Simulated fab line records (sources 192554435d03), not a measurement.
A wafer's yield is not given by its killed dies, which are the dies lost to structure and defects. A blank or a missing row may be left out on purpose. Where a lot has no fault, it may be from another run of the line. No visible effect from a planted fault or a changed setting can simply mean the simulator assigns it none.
Chamber matching -- flow n5_finfet -- N5_GATE_CUT_ETCH_28 on rie_diel-01: 4 sister chambers
The step etches underlayer in N2/H2, target depth 13 nm, time 10.4 s. 14 wafers are shown with their chamber, then 7 later ones without.

## WAFERS, EACH WITH ITS CHAMBER
wafer,chamber,drypump_motor_current_A (A),showerhead_plenum_p_Torr (Torr),throttle_valve_pct (%)
L074.4,0,5.4,2.56,17.86
L074.5,3,5.9,2.66,17.56
L074.6,2,5.6,2.55,17.81
L076.3,3,5.9,2.66,17.59
L076.4,2,5.6,2.55,17.80
L076.5,2,5.6,2.55,17.80
L077.2,1,6.4,2.49,17.58
L077.3,3,5.9,2.65,17.58
L077.6,0,5.3,2.56,17.88
L081.1,2,5.6,2.55,17.80
L081.3,0,5.4,2.56,17.90
L081.5,2,5.6,2.55,17.82
L085.3,0,5.4,2.55,17.90
L085.4,3,5.9,2.65,17.59

SIGNATURES, as means of the wafers listed above
reading,chamber 0,chamber 1,chamber 2,chamber 3,scatter within a chamber
drypump_motor_current_A,5.375,6.400,5.600,5.900,0.0274
showerhead_plenum_p_Torr,2.5575,2.4900,2.5500,2.6550,0.00418
throttle_valve_pct,17.8850,17.5800,17.8060,17.5800,0.0142
Rule: for each reading, subtract the chamber's mean from the wafer's reading, divide by that reading's scatter and square the result; add these up over the readings and take the root, which gives the wafer's distance from the chamber. If the next closest chamber is less than 2 further off than the closest, the wafer can't be placed; otherwise it belongs to the closest. How the scatter is found: for the shown wafers, subtract from each reading the mean of its chamber, square and add these, divide the total by (wafers less chambers), then take the root.

## WAFERS WITHOUT THEIR CHAMBER
wafer,drypump_motor_current_A (A),showerhead_plenum_p_Torr (Torr),throttle_valve_pct (%)
L085.6,5.6,2.55,17.83
L086.1,5.6,2.55,17.83
L086.4,5.3,2.55,17.92
L086.5,5.4,2.55,17.92
L094.1,6.4,2.48,17.61
L094.2,5.9,2.64,17.65
L094.6,5.4,2.55,17.94

## WHICH CHAMBER EACH ONE RAN IN
wafer,from the rows above,in truth
L085.6,2,2
L086.1,2,2
L086.4,0,0
L086.5,0,0
L094.1,1,1
L094.2,3,3
L094.6,0,0
Correct placement for 7 of the 7. Not placeable from these rows: 0. Wrongly placed: 0.
